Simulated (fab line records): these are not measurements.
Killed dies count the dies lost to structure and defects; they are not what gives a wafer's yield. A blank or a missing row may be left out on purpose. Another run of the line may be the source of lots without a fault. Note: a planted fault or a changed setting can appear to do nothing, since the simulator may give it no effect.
fab line records	flow n5_finfet
[record] lots = 6	wafers = 18	last_day = 16
route steps=1938 shown PMOS_HMC_CHANNEL_EPI@66 FIN_SAQP@90 BEOL_M4@1111
lots untouched by any fault: they come from a run of this same line in which no faults occurred
start_h: hours from the record's opening day to when the first of the lot's shown wafers began	wait_h: how many hours have passed since the lot's step before this one	" unchanged from the row above	L1.1+2: several wafers, shown together as one row	- no value, or no start given	* or withheld: withheld	< > ~ a bound
route shown NAME@n: NAME is a module with steps in the file, n the number in the route of the first one	usual: the fault-free wafers' mean and standard deviation	same: alike in all rows	chamber/n: place in a boat	sites: each site's reading	_std_site: standard deviation of those values	_edge_site: outer sites' mean less inner sites'	radius_mm: how far each site lies from the wafer's centre	mask NAME#n: copy n	behind: the most recent tool/chamber to have shaped the wafer	hold: why the lot was held/for how many hours/how that ended	device: whichever transistor did not switch (one of n, p or np)	end of line: tests of these same wafers at the route's end	a step without rows: its recipe alone	killed: dies lost to structure and defects at the first sort, not the wafer's yield	map: per-die view of a wafer (x killed, . not killed, _ where there is no die)
set.NAME: setting as actually run; set.NAME@STEP: the setting as run at that earlier step	model.NAME: the simulator's own value behind a step, which no gauge read
lots seen at some steps along the route; tables by step, rows by wafer
services: the hour from which a tool's chamber was out of use, counted from the record's first day as start_h (under 0 if before that day), plus the number of hours and why
[[steps]]
[step N5_PMOS_HMC_CHANNEL_EPI_OVL_MEAS_10]
[recipe] points_per_wafer = 44
[usual] PMOS_HMC_BLK_OVL = -0.2/0.64
lot.wafer	tool	chamber	start_h	wait_h	PMOS_HMC_BLK_OVL[nm]
L845.2	overlay-02	0	23.42	0.0	-0.5
L845.3	"	0	"	"	0.4
L845.5	"	0	"	"	0.3
L850.2	overlay-01	0	53.48	0.0	-1.0
L850.3	"	0	"	"	-1.4
L850.4	"	0	"	"	0.7
L851.1	overlay-01	0	60.51	0.0	-0.7
L851.2	"	0	"	"	-0.3
L851.4	"	0	"	"	-0.2
L854.1	overlay-01	0	77.99	0.0	-0.8
L854.2	"	0	"	"	-0.3
L854.5	"	0	"	"	-0.5
L863.2	overlay-01	0	130.93	0.0	0.0
L863.3	"	0	"	"	0.5
L863.4	"	0	"	"	0.4
L865.1	overlay-02	0	142.86	0.0	-0.9
L865.4	"	0	"	"	-1.7
L865.5	"	0	"	"	-1.6
[step N5_PMOS_HMC_CHANNEL_EPI_INSPECT_11]
[recipe] mode = adi	inspect_instrument = macro
[usual] raw_defect_count = 2.0/1.5
lot.wafer	tool	chamber	start_h	wait_h	raw_defect_count
L845.2	defect_inspect-01	-	23.45	0.0	2
L845.3	"	-	"	"	2
L845.5	"	-	"	"	1
L850.2	defect_inspect-02	-	53.50	0.0	4
L850.3	"	-	"	"	5
L850.4	"	-	"	"	2
L851.1	defect_inspect-02	-	60.54	0.0	2
L851.2	"	-	"	"	0
L851.4	"	-	"	"	1
L854.1	defect_inspect-02	-	78.01	0.0	1
L854.2	"	-	"	"	4
L854.5	"	-	"	"	3
L863.2	defect_inspect-01	-	130.95	0.0	4
L863.3	"	-	"	"	1
L863.4	"	-	"	"	1
L865.1	defect_inspect-02	-	142.88	0.0	2
L865.4	"	-	"	"	1
L865.5	"	-	"	"	4
[step N5_PMOS_HMC_CHANNEL_EPI_DESCUM_14]
[recipe] chemistry = O2	time_s = 7.9	source_power_w = 50	bias_power_w = 20	pressure_mtorr = 20	rf_frequency_hz = 2.712e+07	temp_c = 40	resist = CAR-ArF-block	o2_flow_sccm = 225
[step N5_PMOS_HMC_CHANNEL_EPI_ETCH_32]
[recipe] chemistry = N2/H2	target = BARC	stop_on = SiO2	target_depth_a = 858	over_etch_frac = 0.3	time_s = 50.3	ion_energy_ev = 200	mask_material = CAR-ArF-block	pressure_mtorr = 30	source_w = 840	bias_w = 150	n2_flow_sccm = 200	h2_flow_sccm = 200
[step N5_PMOS_HMC_CHANNEL_EPI_HM_OPEN_15]
[recipe] chemistry = CHF3/O2	target = SiO2	mask_material = CAR-ArF-block	target_depth_a = 406	CHF3_flow_sccm = 50	O2_flow_sccm = 5	Ar_flow_sccm = 200	time_s = 20.3	pressure_mtorr = 30	source_w = 650	bias_w = 170	ion_energy_ev = 200
[step N5_PMOS_HMC_CHANNEL_EPI_STRIP_33]
[recipe] chemistry = N2/H2	power_w = 500	temp_c = 40	pressure_mtorr = 50	rf_frequency_hz = 6e+07	overash_fraction = 0.3	bias_power_w = 8	h2_frac = 0.5	n2_flow_sccm = 300	h2_flow_sccm = 300
[usual] drypump_motor_current_A = 5.61/0.28	oes_product_au = 0.76/0.07	rf_vpp_V = 54.4/1.8	showerhead_plenum_p_Torr = 3.42/0.07	throttle_valve_pct = 19.0/0.38
lot.wafer	tool	chamber	start_h	wait_h	drypump_motor_current_A	oes_product_au	rf_hours_counter_h	rf_vpp_V	showerhead_plenum_p_Torr	throttle_valve_pct
L845.2	rie_diel-05	2	23.61	0.0	5.57	0.94	5	55.7	3.45	19.4
L845.3	"	1	"	"	5.28	0.86	42	54.7	3.44	18.8
L845.5	"	3	"	"	5.56	0.73	-	57.2	3.33	18.6
L850.2	rie_diel-05	0	53.67	0.0	6.05	0.79	132	55.6	3.51	19.1
L850.3	"	2	"	"	5.58	0.94	15	55.5	3.45	19.4
L850.4	"	3	"	"	5.55	0.72	180	54.2	3.32	18.6
L851.1	rie_diel-01	1	60.96	0.0	5.98	0.73	193	54.8	3.49	19.7
L851.2	"	3	"	"	5.77	0.78	158	52.4	3.49	18.6
L851.4	"	2	"	"	5.27	0.70	192	50.8	3.34	19.0
L854.1	rie_diel-06	2	78.61	0.0	5.56	0.74	159	51.9	3.36	18.8
L854.2	"	3	"	"	5.40	0.88	39	49.6	3.30	19.2
L854.5	"	1	"	"	5.30	0.68	-	51.7	3.44	18.7
L863.2	rie_diel-05	3	131.26	0.0	5.54	0.71	202	52.2	3.31	18.7
L863.3	"	1	"	"	5.26	0.80	73	55.4	3.42	18.8
L863.4	"	0	"	"	6.06	0.77	153	57.3	3.50	19.1
L865.1	rie_diel-06	3	143.05	0.0	5.29	0.85	60	54.9	3.29	19.2
L865.4	"	2	"	"	5.56	0.73	-	50.1	3.35	18.9
L865.5	"	3	"	"	5.28	0.84	-	56.0	3.29	19.3
[step N5_PMOS_HMC_CHANNEL_EPI_STRIP_17]
[recipe] chemistry = SPM	time_s = 750	temp_c = 130	h2so4_h2o2_vol_ratio = 4	dry = ipa_marangoni
[step N5_PMOS_HMC_CHANNEL_EPI_ETCH_38]
[recipe] chemistry = CF4	target = SiO2	target_depth_a = 15	ion_energy_ev = 350	pressure_mtorr = 10	icp_w = 800	bias_w = 400	cf4_flow_sccm = 80
[step N5_PMOS_HMC_CHANNEL_EPI_FIN_RECESS_16]
[recipe] chemistry = HBr/Cl2	target = Si	mask_material = SiO2	target_depth_a = 540	time_s = 18	pressure_mtorr = 10	icp_w = 800	bias_w = 75	HBr_flow_sccm = 150	Cl2_flow_sccm = 80
[step N5_PMOS_HMC_CHANNEL_EPI_PRECLEAN_36]
[recipe] chemistry = O3/DIW	time_s = 45	temp_c = 22	o3_ppm = 10
[step N5_PMOS_HMC_CHANNEL_EPI_PRECLEAN_18]
[recipe] chemistry = DHF	time_s = 30	temp_c = 25	dilution = withheld
[step N5_PMOS_HMC_CHANNEL_EPI_SRD_19]
[recipe] dry = ipa_marangoni	do_ppb = 5	time_s = 30	temp_c = 23	rinse_liquid = diw
[step N5_PMOS_HMC_CHANNEL_EPI_EPI_20]
[recipe] material = SiGe30	mask_material = SiO2	pressure_torr = 20	target_thk_a = 590	temp_c = 600
[usual] susceptor_temp_C = 600.05/0.26
lot.wafer	tool	chamber	start_h	wait_h	susceptor_temp_C	model.SiGe30_of_PMOS_HMC_CHANNEL_EPI_EPI_20.thk_nm
L845.2	epi_rpcvd-01	0	24.71	0.4	599.74	59.5
L845.3	"	0	"	"	599.94	58.79
L845.5	"	0	"	"	600.11	58.85
L850.2	epi_rpcvd-02	0	54.61	0.2	600.11	58.49
L850.3	"	0	"	"	599.86	59.09
L850.4	"	0	"	"	599.90	59.2
L851.1	epi_rpcvd-04	0	61.45	0.0	599.54	59.23
L851.2	"	0	"	"	599.93	59.13
L851.4	"	0	"	"	599.89	58.76
L854.1	epi_rpcvd-02	0	79.17	0.0	600.19	58.73
L854.2	"	0	"	"	600.18	58.52
L854.5	"	0	"	"	599.90	59.53
L863.2	epi_rpcvd-04	0	131.95	0.2	600.28	40.5
L863.3	"	0	"	"	600.05	40.69
L863.4	"	0	"	"	600.26	40.72
L865.1	epi_rpcvd-04	0	143.54	0.0	600.34	39.43
L865.4	"	0	"	"	600.12	39.7
L865.5	"	0	"	"	600.22	39.26
[step N5_PMOS_HMC_CHANNEL_EPI_HM_STRIP_35]
[recipe] chemistry = dHF	temp_c = 25	material = SiO2	target = SiO2	target_depth_a = 396	time_s = 216
[step N5_PMOS_HMC_CHANNEL_EPI_SRD_39]
[recipe] dry = ipa_marangoni	time_s = 30	temp_c = 23	rinse_liquid = diw
[step N5_PMOS_HMC_CHANNEL_EPI_CMP_21]
[recipe] material = SiGe30	post_cmp_clean = alkaline_brush	target_thk_nm = 54
[step N5_PMOS_HMC_CHANNEL_EPI_THK_MEAS_22]
[recipe] reads = SiGe30_of_PMOS_HMC_CHANNEL_EPI_EPI_20
[usual] HMC_CMP_THK = 53.8/0.84
lot.wafer	tool	chamber	start_h	wait_h	HMC_CMP_THK[nm]
L845.2	film_metro-02	-	27.00	-	53.9
L845.3	"	-	"	"	53.9
L845.5	"	-	"	"	54.2
L850.2	film_metro-01	-	56.04	-	53.4
L850.3	"	-	"	"	52.2
L850.4	"	-	"	"	52.2
L851.1	film_metro-01	-	63.08	-	55.0
L851.2	"	-	"	"	54.7
L851.4	"	-	"	"	52.3
L854.1	film_metro-01	-	80.88	-	54.3
L854.2	"	-	"	"	53.5
L854.5	"	-	"	"	54.3
L863.2	film_metro-01	-	133.38	-	40.5
L863.3	"	-	"	"	40.6
L863.4	"	-	"	"	40.6
L865.1	film_metro-02	-	145.19	-	39.4
L865.4	"	-	"	"	39.7
L865.5	"	-	"	"	39.2
[step N5_PMOS_HMC_CHANNEL_EPI_PRECLEAN_40]
[recipe] chemistry = DHF	time_s = 30	temp_c = 25	dilution = withheld
[step N5_PMOS_HMC_CHANNEL_EPI_PRECLEAN_37]
[recipe] chemistry = O3/DIW	time_s = 45	temp_c = 22	o3_ppm = 10
lot.wafer	tool	chamber	start_h	wait_h	model.SiGe30_of_PMOS_HMC_CHANNEL_EPI_EPI_20.thk_nm
L845.2	wet_bench-06	6	27.04	0.0	53.25
L845.3	"	3	"	"	53.23
L845.5	"	7	"	"	53.33
L850.2	wet_bench-04	4	56.08	0.0	53.23
L850.3	"	5	"	"	53.18
L850.4	"	3	"	"	53.14
L851.1	wet_bench-06	2	63.13	0.0	53.38
L851.2	"	7	"	"	53.17
L851.4	"	1	"	"	53.27
L854.1+5	wet_bench-06	6,5	80.93	0.0	53.28
L854.2	"	2	"	"	53.36
L863.2	wet_bench-04	4	133.42	0.0	39.72
L863.3	"	5	"	"	39.91
L863.4	"	7	"	"	39.94
L865.1	wet_bench-05	0	145.23	0.0	38.66
L865.4	"	4	"	"	38.93
L865.5	"	3	"	"	38.49
[step N5_PMOS_HMC_CHANNEL_EPI_PRECLEAN_24]
[recipe] chemistry = DHF	time_s = 30	temp_c = 25	dilution = withheld
[step N5_PMOS_HMC_CHANNEL_EPI_SRD_25]
[recipe] dry = ipa_marangoni	do_ppb = 5	time_s = 30	temp_c = 23	rinse_liquid = diw
[step N5_PMOS_HMC_CHANNEL_EPI_EPI_26]
[recipe] material = Si	target_thk_a = 38	temp_c = 650	precursor = SiH4/H2	pressure_torr = 20	time_s = 22.7
[step N5_PMOS_HMC_CHANNEL_EPI_INSPECT_30]
[recipe] inspect_instrument = darkfield	mode = post_epi
[usual] raw_defect_count = 19/6.6
lot.wafer	tool	chamber	start_h	wait_h	raw_defect_count
L845.2	defect_inspect-01	-	27.50	0.0	22
L845.3	"	-	"	"	19
L845.5	"	-	"	"	13
L850.2	defect_inspect-02	-	56.63	0.0	15
L850.3	"	-	"	"	20
L850.4	"	-	"	"	24
L851.1	defect_inspect-02	-	63.71	0.0	14
L851.2	"	-	"	"	19
L851.4	"	-	"	"	25
L854.1	defect_inspect-02	-	81.51	0.0	18
L854.2	"	-	"	"	16
L854.5	"	-	"	"	18
L863.2	defect_inspect-02	-	133.86	0.0	20
L863.3	"	-	"	"	36
L863.4	"	-	"	"	29
L865.1	defect_inspect-01	-	145.69	0.0	22
L865.4	"	-	"	"	17
L865.5	"	-	"	"	13
[step N5_FIN_SAQP_PRECLEAN_42]
[recipe] chemistry = O3/DIW	time_s = 60	temp_c = 22	o3_ppm = 10
[step N5_FIN_SAQP_PRECLEAN_00]
[recipe] chemistry = SC1	time_s = 60	temp_c = 55	mix = 1:2:50
[step N5_FIN_SAQP_PRECLEAN_44]
[recipe] chemistry = SC2	time_s = 45	temp_c = 35	mix = 1:1:50
[step N5_FIN_SAQP_SRD_01]
[recipe] dry = ipa_marangoni	time_s = 30	temp_c = 23	rinse_liquid = diw
[step N5_FIN_SAQP_ALD_61]
[recipe] material = SiO2	target_thk_a = 40	temp_c = 300	ald_precursor_family = BDEAS	ald_co_reactant = O2-plasma	pulse_time_s = 1	purge_time_s = 2	co_reactant_purge_time_s = 2	ald_cycles = 43	pressure_torr = 2
[usual] heater_power_w = 480/63	precursor_pulse_height_rel = 0.999/0.022	susceptor_temp_C = 299.97/0.18
[same] co_reactant_purge_time_s = 2
lot.wafer	tool	chamber	start_h	wait_h	heater_power_w	precursor_pulse_height_rel	susceptor_temp_C
L845.2	ald_sin-02	2	27.62	0.0	417	1.019	299.93
L845.3	"	1	"	"	519	1.008	300.00
L845.5	"	0	"	"	380	1.041	300.19
L850.2	ald_sin-03	1	57.28	0.6	458	1.001	300.00
L850.3	"	2	"	"	425	0.949	300.18
L850.4	"	0	"	"	490	0.961	299.87
L851.1	ald_sin-02	2	63.83	0.0	403	0.951	300.05
L851.2	"	1	"	"	517	0.989	300.04
L851.4	"	3	"	"	461	0.984	299.94
L854.1	ald_sin-01	0	81.64	0.0	467	0.984	300.15
L854.2	"	3	"	"	471	0.972	299.83
L854.5	"	3	"	"	476	1.022	299.81
L863.2	ald_sin-01	1	133.99	0.0	509	0.995	299.58
L863.3	"	3	"	"	453	0.983	299.76
L863.4	"	0	"	"	458	1.006	299.85
L865.1	ald_sin-02	0	145.82	0.0	382	0.998	300.05
L865.4	"	2	"	"	423	1.026	300.24
L865.5	"	0	"	"	386	1.002	299.90
[step N5_FIN_SAQP_DENSIFY_62]
[recipe] temp_c = 700	time_s = 60	ambient = N2	idle_temp_c = 600	ramp_up_c_per_s = 150	ramp_down_c_per_s = 60	cool_to_c = 600
[usual] lamp_power_pct = 9.85/0.047	lamp_zone_5_pct = 9.849/0.01	wafer_temp_C_max = 703.3/0.64
lot.wafer	tool	chamber	start_h	wait_h	lamp_power_pct	lamp_zone_5_pct	wafer_temp_C_max
L845.2	rtp_anneal-02	0	27.92	0.2	9.84	9.859	702.8
L845.3	"	0	"	"	9.82	9.842	703.4
L845.5	"	0	"	"	9.82	9.839	704.3
L850.2	rtp_anneal-02	0	57.51	0.1	9.79	9.844	703.1
L850.3	"	0	"	"	9.90	9.837	703.1
L850.4	"	0	"	"	9.78	9.851	703.1
L851.1	rtp_anneal-02	0	64.11	0.2	9.83	9.850	703.8
L851.2	"	0	"	"	9.85	9.852	704.3
L851.4	"	0	"	"	9.75	9.858	703.3
L854.1	rtp_anneal-02	0	81.84	0.1	9.84	9.841	702.8
L854.2	"	0	"	"	9.88	9.852	703.0
L854.5	"	0	"	"	9.89	9.849	704.2
L863.2	rtp_anneal-02	0	134.22	0.1	9.91	9.849	702.5
L863.3	"	0	"	"	9.80	9.862	703.1
L863.4	"	0	"	"	9.77	9.846	702.7
L865.1	rtp_anneal-01	0	146.12	0.2	9.90	9.842	703.6
L865.4	"	0	"	"	9.88	9.861	704.1
L865.5	"	0	"	"	9.83	9.868	703.2
[step N5_FIN_SAQP_HM_DEP_03]
[recipe] material = SiNx	target_thk_a = 380	temp_c = 400	precursor = SiH4/NH3/N2	pressure_torr = 1.5	rf_w = 300	time_s = 33.6
[step N5_FIN_SAQP_THK_MEAS_05]
[usual] thk_nm = 37.8/0.55
lot.wafer	tool	chamber	start_h	wait_h	thk_nm
L845.2	film_metro-01	-	28.20	0.1	37.0
L845.3	"	-	"	"	37.7
L845.5	"	-	"	"	37.9
L850.2	film_metro-02	-	57.78	0.1	37.5
L850.3	"	-	"	"	36.7
L850.4	"	-	"	"	38.5
L851.1	film_metro-01	-	64.60	0.1	37.7
L851.2	"	-	"	"	37.7
L851.4	"	-	"	"	38.6
L854.1	film_metro-02	-	82.14	0.1	38.7
L854.2	"	-	"	"	38.0
L854.5	"	-	"	"	38.1
L863.2	film_metro-01	-	134.49	0.1	37.0
L863.3	"	-	"	"	37.6
L863.4	"	-	"	"	38.2
L865.1	film_metro-01	-	146.43	0.1	37.7
L865.4	"	-	"	"	38.4
L865.5	"	-	"	"	37.6
[step N5_FIN_SAQP_PECVD_47]
[recipe] material = a-Si	target_thk_a = 450	temp_c = 400	precursor = SiH4/He	pressure_torr = 3	rf_w = 100	time_s = 36.3
[step N5_FIN_SAQP_PECVD_48]
[recipe] material = SiNx	target_thk_a = 250	temp_c = 400	precursor = SiH4/NH3/N2	pressure_torr = 1.5	rf_w = 300	time_s = 22.1
[step N5_FIN_SAQP_PECVD_06]
[recipe] material = a-Si	target_thk_a = 600	temp_c = 400	precursor = SiH4/He	pressure_torr = 3	rf_w = 100	time_s = 48.1
[usual] heater_power_w = 822/61	showerhead_plenum_p_Torr = 5.70/0.042	showerhead_vpp_V = 628/43	susceptor_temp_C = 399.96/0.25	throttle_valve_pct = 18.7/1.3
lot.wafer	tool	chamber	start_h	wait_h	heater_power_w	showerhead_plenum_p_Torr	showerhead_vpp_V	susceptor_temp_C	throttle_valve_pct
L845.2	pecvd-03	0	28.36	0.0	871	5.65	593	400.12	18.0
L845.3	"	1	"	"	822	5.75	616	399.94	17.8
L845.5	"	1	"	"	813	5.76	621	399.69	17.9
L850.2	pecvd-03	1	57.90	0.0	802	5.74	617	400.33	18.0
L850.3	"	0	"	"	902	5.65	598	399.92	18.1
L850.4	"	1	"	"	808	5.75	629	400.14	17.8
L851.1	pecvd-03	2	64.71	0.0	895	5.64	748	400.22	16.9
L851.2	"	1	"	"	819	5.74	636	399.73	17.8
L851.4	"	0	"	"	924	5.65	592	400.38	17.9
L854.1	pecvd-03	0	82.26	0.0	786	5.65	606	400.22	18.1
L854.2	"	1	"	"	835	5.75	633	400.16	17.5
L854.5	"	1	"	"	830	5.75	636	400.06	17.7
L863.2	pecvd-02	0	134.61	0.0	723	5.69	607	399.78	20.4
L863.3	"	2	"	"	822	5.63	626	400.31	18.2
L863.4	"	2	"	"	822	5.66	619	400.70	18.2
L865.1	pecvd-03	2	146.55	0.0	825	5.64	737	399.87	17.2
L865.4	"	0	"	"	823	5.64	593	400.20	18.0
L865.5	"	1	"	"	896	5.76	619	399.59	18.0
[step N5_FIN_SAQP_THK_MEAS_07]
[usual] thk_nm = 60.2/0.83
lot.wafer	tool	chamber	start_h	wait_h	thk_nm
L845.2	film_metro-01	-	28.47	0.1	59.9
L845.3	"	-	"	"	59.3
L845.5	"	-	"	"	59.7
L850.2	film_metro-02	-	57.99	0.1	59.1
L850.3	"	-	"	"	60.4
L850.4	"	-	"	"	60.4
L851.1	film_metro-01	-	64.80	0.1	59.3
L851.2	"	-	"	"	60.4
L851.4	"	-	"	"	61.7
L854.1	film_metro-01	-	82.35	0.1	60.3
L854.2	"	-	"	"	59.0
L854.5	"	-	"	"	60.0
L863.2	film_metro-01	-	134.70	0.1	61.6
L863.3	"	-	"	"	60.9
L863.4	"	-	"	"	61.9
L865.1	film_metro-01	-	146.64	0.1	59.3
L865.4	"	-	"	"	60.9
L865.5	"	-	"	"	60.2
[step N5_FIN_SAQP_HM_DEP_72]
[recipe] material = SiO2	target_thk_a = 120	temp_c = 400	precursor = SiH4/N2O	pressure_torr = 0.75	rf_w = 275	time_s = 7.2
[usual] heater_power_w = 758/49	showerhead_plenum_p_Torr = 8.22/0.1	showerhead_vpp_V = 1030/55	susceptor_temp_C = 400.05/0.2
lot.wafer	tool	chamber	start_h	wait_h	heater_power_w	showerhead_plenum_p_Torr	showerhead_vpp_V	susceptor_temp_C
L845.2	pecvd-02	0	28.51	0.0	773	8.20	1009	399.99
L845.3	"	2	"	"	766	8.07	1030	399.83
L845.5	"	1	"	"	799	8.24	983	400.03
L850.2	pecvd-02	2	58.02	0.0	753	8.07	1017	400.06
L850.3	"	1	"	"	705	8.24	1000	400.02
L850.4	"	0	"	"	775	8.22	1018	399.90
L851.1	pecvd-01	2	64.84	0.0	645	8.25	1049	400.03
L851.2	"	1	"	"	771	8.30	966	400.11
L851.4	"	0	"	"	872	8.39	1045	399.94
L854.1	pecvd-01	1	82.38	0.0	752	8.28	998	400.19
L854.2	"	0	"	"	789	8.39	1050	400.16
L854.5	"	2	"	"	679	8.27	1040	399.98
L863.2	pecvd-03	1	134.74	0.0	694	8.39	1042	400.42
L863.3	"	0	"	"	814	8.13	972	400.00
L863.4	"	1	"	"	698	8.39	1034	400.39
L865.1	pecvd-02	0	146.68	0.0	775	8.20	1022	399.96
L865.4	"	1	"	"	757	8.24	977	400.00
L865.5	"	2	"	"	762	8.08	1037	400.31
[step N5_FIN_SAQP_COAT_49]
[recipe] resist = SOC	temp_c = 250	time_s = 60	spin_rpm = 1500	resist_thk_nm = 100
[step N5_FIN_SAQP_COAT_50]
[recipe] resist = SiARC	temp_c = 220	time_s = 60	spin_rpm = 1500	resist_thk_nm = 35
[step N5_FIN_SAQP_COAT_10]
[recipe] resist = CAR-ArF	spin_rpm = 1500	resist_thk_nm = 90
[step N5_FIN_SAQP_EBR_12]
[recipe] solvent = PGMEA	ebr_width_mm = 1.5
[step N5_FIN_SAQP_SOFTBAKE_11]
[recipe] temp_c = 110	time_s = 60	resist = CAR-ArF
[step N5_BEOL_M4_RC_MEAS_101]
[usual] CJ_P = 5.79/0.18	DIBL_N = 35.8/1.5	DIBL_P = 35.9/1.8	IOFF_N = 0.152/0.025	IOFF_P = 0.21/0.031	IOFF_P_85C = 3.6/0.46	IOFF_P_LIN = 0.099/0.012	IOFF_P_LONG = 0.000106/9.7e-06	ION_N = 672/11	ION_P = 462/7.4	REXT_P = 101.0/2.3	RS_NWELL = 1037/6.6	SS_N = 71.5/0.52	SS_P = 73.2/0.54	VT_N = 250/3	VT_P = -250/3.3
lot.wafer	tool	chamber	start_h	wait_h	CJ_P	DIBL_N[mV/V]	DIBL_P[mV/V]	IOFF_N[nA/um]	IOFF_P[nA/um]	IOFF_P_85C[nA/um]	IOFF_P_LIN[nA/um]	IOFF_P_LONG[nA/um]	ION_N[uA/um]	ION_P[uA/um]	REXT_P[ohm.um]	RS_NWELL[ohm/sq]	SS_N[mV/dec]	SS_P[mV/dec]	VT_N[mV]	VT_P[mV]
L845.2	prober-01	0	166.33	0.2	5.86	37.8	38.7	0.198	0.22	3.8	0.101	0.0001	684	461	97.9	1029	72.5	73.6	248	-250
L845.3	"	0	"	"	5.93	36.6	38.0	0.177	0.22	3.7	0.100	0.000101	681	464	98.8	1034	72.1	73.4	247	-248
L845.5	"	0	"	"	5.84	37.0	37.6	0.164	0.20	3.5	0.095	9.8e-05	660	451	99.5	1029	72.4	73.2	250	-249
L851.1	prober-02	0	208.85	0.0	5.70	37.1	36.5	0.136	0.18	3.2	0.085	9e-05	659	458	103.2	1034	71.9	73.8	251	-255
L851.2	"	0	"	"	5.46	35.2	33.9	0.110	0.14	2.6	0.069	8.4e-05	656	447	104.5	1030	70.9	72.4	257	-261
L851.4	"	0	"	"	5.89	34.8	33.8	0.112	0.14	2.6	0.072	9.2e-05	671	448	104.3	1032	70.8	73.8	255	-258
L850.2	prober-02	0	218.54	0.2	5.95	37.1	39.4	0.164	0.21	3.7	0.099	9.4e-05	678	463	100.0	1027	71.6	73.3	252	-253
L850.3	"	0	"	"	5.93	37.4	38.7	0.163	0.20	3.4	0.093	9.4e-05	682	463	99.9	1029	72.0	73.4	248	-252
L850.4	"	0	"	"	5.89	35.9	37.6	0.148	0.18	3.2	0.087	9.3e-05	686	457	101.2	1024	71.4	72.9	249	-253
L854.1	prober-01	0	239.21	0.0	5.57	37.3	34.8	0.157	0.20	3.5	0.097	0.000101	658	452	101.7	1042	71.4	73.3	251	-253
L854.2	"	0	"	"	5.83	37.0	34.5	0.139	0.20	3.5	0.094	0.000106	677	461	100.3	1036	71.0	74.2	253	-250
L854.5	"	0	"	"	5.53	36.4	33.4	0.132	0.18	3.2	0.089	0.000102	666	457	101.2	1054	71.2	73.0	252	-254
L863.2	prober-02	0	285.99	0.2	5.21	34.3	91.6	0.129	12.69	110.3	0.281	8.2e-05	669	359	117.4	1066	71.0	123.6	256	-253
L863.3	"	0	"	"	5.00	34.3	125.9	0.141	35.75	264.5	0.527	7.9e-05	676	354	119.9	1064	70.4	141.5	252	-253
L863.4	"	0	"	"	4.97	36.2	111.3	0.161	27.20	211.4	0.430	8e-05	677	359	119.6	1065	71.2	134.6	250	-253
L865.1	prober-02	0	300.36	0.0	4.98	34.1	147.5	0.141	57.06	403.1	0.726	7.4e-05	655	345	121.1	1073	71.6	153.5	250	-249
L865.4	"	0	"	"	4.83	35.3	85.7	0.157	9.00	84.9	0.286	7.5e-05	672	360	118.3	1068	71.7	114.2	248	-249
L865.5	"	0	"	"	5.01	37.5	127.3	0.206	46.01	333.9	0.647	7.6e-05	681	361	121.1	1073	71.9	141.2	247	-246
[[services]]
tool	chamber	start_h	hours	kind
epi_rpcvd-01	-	1.70	1.7	repair
rtp_anneal-01	-	10.40	1.3	repair
wet_bench-06	-	10.56	1.6	repair
pecvd-01	-	19.64	0.6	repair
pecvd-03	2	21.15	-	clean
pecvd-03	2	21.15	-	consumable_replace:showerhead
pecvd-01	0	21.34	11.6	repair
pecvd-02	-	32.22	14.6	pm
rie_diel-01	0	35.29	4.0	repair
pecvd-02	-	48.61	0.9	repair
ald_sin-01	-	50.80	6.6	repair
ald_sin-02	1	60.81	2.9	repair
pecvd-02	-	64.22	5.5	pm
epi_rpcvd-01	-	70.08	28.1	pm
rie_diel-05	1	73.51	5.2	repair
rtp_anneal-02	-	75.97	2.9	pm
ald_sin-01	-	85.29	14.0	pm
pecvd-01	0	98.32	30.1	repair
pecvd-02	1	105.49	26.6	repair
pecvd-02	2	120.62	4.6	repair
epi_rpcvd-01	-	120.76	0.2	repair
rie_diel-06	1	130.63	9.8	repair
ald_sin-01	3	141.04	5.9	repair
epi_rpcvd-02	-	142.20	8.1	pm
[[key]]
[first_sign] step = N5_PMOS_HMC_CHANNEL_EPI_THK_MEAS_22	reading = HMC_CMP_THK	direction = down	sigmas = 16	usual = 53.8	struck = 40.0
[effect] step = N5_BEOL_M4_RC_MEAS_101	reading = IOFF_P	direction = up	sigmas = 99+	usual = 0.21	struck = 31.28
[effect] step = N5_BEOL_M4_RC_MEAS_101	reading = IOFF_P_85C	direction = up	sigmas = 99+	usual = 3.6	struck = 234.7
[effect] step = N5_BEOL_M4_RC_MEAS_101	reading = SS_P	direction = up	sigmas = 99+	usual = 73.2	struck = 134.8
[effect] step = N5_BEOL_M4_RC_MEAS_101	reading = DIBL_P	direction = up	sigmas = 43	usual = 35.9	struck = 114.9
[effect] step = N5_BEOL_M4_RC_MEAS_101	reading = IOFF_P_LIN	direction = up	sigmas = 31	usual = 0.099	struck = 0.483
[effect] step = N5_BEOL_M4_RC_MEAS_101	reading = ION_P	direction = down	sigmas = 14	usual = 462	struck = 356
[effect] step = N5_BEOL_M4_RC_MEAS_101	reading = REXT_P	direction = up	sigmas = 8.2	usual = 101.0	struck = 119.6
[effect] step = N5_BEOL_M4_RC_MEAS_101	reading = RS_NWELL	direction = up	sigmas = 4.6	usual = 1037	struck = 1068
[effect] step = N5_BEOL_M4_RC_MEAS_101	reading = CJ_P	direction = down	sigmas = 4.4	usual = 5.79	struck = 5.00
[effect] step = N5_BEOL_M4_RC_MEAS_101	reading = IOFF_P_LONG	direction = down	sigmas = 2.9	usual = 0.000106	struck = 7.8e-05
[model_effect] step = N5_PMOS_HMC_CHANNEL_EPI_EPI_20	value = SiGe30_of_PMOS_HMC_CHANNEL_EPI_EPI_20.thk_nm	without = 59.4	struck = 40.05
[model_effect] step = N5_PMOS_HMC_CHANNEL_EPI_PRECLEAN_37	value = SiGe30_of_PMOS_HMC_CHANNEL_EPI_EPI_20.thk_nm	without = 53.22	struck = 39.27
met_at N5_PMOS_HMC_CHANNEL_EPI_EPI_20
struck_wafers L863.2,L863.3,L863.4,L865.1,L865.4,L865.5
sort_left_out L863.2,L863.3,L863.4,L865.1,L865.4,L865.5
onset_between 61.45 131.95
also_fits time
[fault] kind = process_parameter_drift	tool = epi_rpcvd-04	chamber = -	onset_h = 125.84	steps = N5_PMOS_HMC_CHANNEL_EPI_EPI_20	channel = target_thk_a	offset = *	shape = step	end_h = 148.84	acts_in = *	stated = *
// sort_left_out: the simulated sort isn't trusted on such a fault, so these wafers' sort isn't shown, and their yield isn't known
